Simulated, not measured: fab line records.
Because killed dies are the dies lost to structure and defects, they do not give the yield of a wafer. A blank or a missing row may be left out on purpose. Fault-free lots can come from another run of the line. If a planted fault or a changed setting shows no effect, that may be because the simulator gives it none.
Which of the tools did it?	flow n5_finfet	40 wafers from 14 lots sampled at 4 of the route's 1938 steps

## WHAT THE GAUGES READ, wafer by wafer
Not one reading of a measure or inspect step in the record can be checked against a usual standard deviation.

## EACH LOT AND THE TOOL THAT RAN IT (in order: tool; ch and the chambers of the sampled wafers; start)
lot	N5_BEOL_M13_PRECLEAN_39	N5_PASSIVATION_DEGAS_18	N5_PASSIVATION_PASS_ETCH_47	N5_PASSIVATION_PROBE_49
L443	wet_bench-01 ch 1,2,3, day 11 19:24	pvd_sputter-02, day 12 17:46	rie_diel-06 ch 0,2,3, day 12 20:29	prober-01, day 12 23:31
L444	wet_bench-02 ch 3,4,6, day 12 05:10	pvd_sputter-01, day 13 03:34	rie_diel-03 ch 0,1,2, day 13 06:19	prober-01, day 13 09:20
L445	wet_bench-06 ch 1,6,7, day 12 08:36	pvd_sputter-02, day 13 13:59	rie_diel-06 ch 0,2,3, day 13 17:04	prober-01, day 13 20:08
L449	wet_bench-06 ch 0,1,7, day 12 18:17	pvd_sputter-02, day 13 22:05	rie_diel-06 ch 0,2, day 14 00:35	-
L447	wet_bench-01 ch 1,2,3, day 12 23:36	pvd_sputter-01, day 14 01:31	rie_diel-01 ch 0,3, day 14 04:58	-
L450	wet_bench-06 ch 0,1,6, day 13 07:41	pvd_sputter-02, day 14 14:07	rie_diel-03 ch 2,3, day 14 16:43	prober-02, day 14 19:46
L452	wet_bench-02 ch 0,4,7, day 13 22:34	pvd_sputter-01, day 14 19:28	rie_diel-03 ch 1,2,3, day 14 22:18	prober-01, day 15 01:19
L453	wet_bench-06 ch 0,4,7, day 14 03:22	pvd_sputter-02, day 15 00:50	rie_diel-03 ch 0,1,3, day 15 03:25	prober-01, day 15 06:26
L454	wet_bench-06 ch 0,5,6, day 14 21:09	pvd_sputter-02, day 15 22:27	rie_diel-03 ch 0,3, day 16 01:05	prober-01, day 16 04:16
L457	wet_bench-01 ch 1,4,7, day 15 07:20	pvd_sputter-02, day 16 06:33	rie_diel-06 ch 1,3, day 16 09:32	prober-01, day 16 12:38
L459	wet_bench-02 ch 2,4, day 15 16:32	pvd_sputter-02, day 16 16:07	rie_diel-01 ch 1,3, day 16 19:00	-
L462	wet_bench-01 ch 2,4,5, day 16 01:20	pvd_sputter-01, day 16 20:44	rie_diel-01 ch 2,3, day 16 23:40	prober-01, day 17 02:43
L461	wet_bench-01 ch 2,4,7, day 16 04:14	pvd_sputter-01, day 17 06:12	rie_diel-01 ch 1,2, day 17 09:20	-
L464	wet_bench-02 ch 1,5, day 18 10:40	pvd_sputter-03, day 19 10:16	rie_diel-06 ch 2,3, day 19 12:48	prober-02, day 19 15:58
- N5_BEOL_M13_PRECLEAN_39: cleans in residue remover, time 60 s.
- N5_PASSIVATION_DEGAS_18: time 60 s.
- N5_PASSIVATION_PASS_ETCH_47: etches SiNx in CF4/O2, target depth 770 nm, time 385 s.
- N5_PASSIVATION_PROBE_49

## AS READ BY THE TOOLS THEMSELVES (means over the sampled wafers that have a number; for cases with no such wafer, the mark the record gives instead)
N5_PASSIVATION_DEGAS_18.
lot	tool	heater_power_w (W)
L443	pvd_sputter-02	422
L444	pvd_sputter-01	482
L445	pvd_sputter-02	499
L449	pvd_sputter-02	500
L447	pvd_sputter-01	513
L450	pvd_sputter-02	456
L452	pvd_sputter-01	468
L453	pvd_sputter-02	482
L454	pvd_sputter-02	406
L457	pvd_sputter-02	463
L459	pvd_sputter-02	446
L462	pvd_sputter-01	562
L461	pvd_sputter-01	464
L464	pvd_sputter-03	428

N5_PASSIVATION_PASS_ETCH_47.
lot	tool	bias_w (W)	drypump_motor_current_A (A)	oes_product_au (a.u.)	rf_vpp_V (V)	showerhead_plenum_p_Torr (Torr)	throttle_valve_pct (%)
L443	rie_diel-06	48.99	5.4	0.76	234	2.24	15.96
L444	rie_diel-03	48.94	5.7	0.72	236	2.20	16.07
L445	rie_diel-06	49.12	5.5	0.75	234	2.24	15.97
L449	rie_diel-06	49.12	5.5	0.72	232	2.21	15.97
L447	rie_diel-01	49.03	6.2	0.87	245	2.20	15.87
L450	rie_diel-03	48.90	6.0	0.75	241	2.14	15.66
L452	rie_diel-03	49.04	5.7	0.75	240	2.17	15.85
L453	rie_diel-03	49.31	6.0	0.74	235	2.18	16.03
L454	rie_diel-03	49.10	6.2	0.74	234	2.15	15.86
L457	rie_diel-06	48.85	5.7	0.79	243	2.23	15.91
L459	rie_diel-01	49.12	6.0	0.78	244	2.12	15.93
L462	rie_diel-01	49.08	6.1	0.86	244	2.18	15.90
L461	rie_diel-01	48.90	6.0	0.71	241	2.13	16.04
L464	rie_diel-06	48.95	5.3	0.84	238	2.19	15.77

N5_PASSIVATION_PROBE_49.
lot	tool	killed_at_M0_to_M3	killed_at_M4_up	killed_at_contacts	killed_at_front_end	killed_at_other	killed_dies	killed_open	killed_short
L443	prober-01	35	16	10	29	5	95	62	30
L444	prober-01	31	21	14	42	3	111	73	33
L445	prober-01	26	14	14	36	10	99	57	41
L450	prober-02	26	8	10	27	1	72	52	17
L452	prober-01	34	13	5	28	4	85	59	24
L453	prober-01	34	131	10	56	4	236	75	43
L454	prober-01	46	126	9	49	3	233	84	38
L457	prober-01	38	16	7	41	7	108	67	41
L462	prober-01	31	10	13	34	6	94	61	31
L464	prober-02	26	18	18	38	2	102	61	36

## THE ANSWER, worked out from the rows above alone
Rule: what is usual is taken from the lots themselves. Put in order of their means at a reading, lots are off if they are a third of the lots or fewer, leave a main group of 4 or more, and stand apart from it by a gap of 3 or more times the standard deviation of the main group's means; of several such gaps the widest counts. Not used: any main group whose means are identical at the precision the tables above print for the reading. A lot without any number at a reading at which 4 lots or more have one is off too. Any other lot the step has rows for is counted as sound. After the gauges, taken in route order, come the tools' own readings; for these a lot's mean is taken, as printed above. The first step at which some lot is off is used, and at that step the reading that is off furthest; a lot without a number counts as furthest.
Off at N5_PASSIVATION_PROBE_49 (killed_at_M4_up): L453, L454. The main group: mean 14, standard deviation 3.9. Neither off nor sound, because the step has no rows for them: L449, L447, L459, L461.
A tool fits if, at that step or a process step before it, it ran every lot that is off, and no sound lot after the first of them. This does not decide it: 2 tools fit, namely wet_bench-06 at N5_BEOL_M13_PRECLEAN_39 and rie_diel-03 at N5_PASSIVATION_PASS_ETCH_47.

## WHAT THE SIMULATOR HAD INSERTED
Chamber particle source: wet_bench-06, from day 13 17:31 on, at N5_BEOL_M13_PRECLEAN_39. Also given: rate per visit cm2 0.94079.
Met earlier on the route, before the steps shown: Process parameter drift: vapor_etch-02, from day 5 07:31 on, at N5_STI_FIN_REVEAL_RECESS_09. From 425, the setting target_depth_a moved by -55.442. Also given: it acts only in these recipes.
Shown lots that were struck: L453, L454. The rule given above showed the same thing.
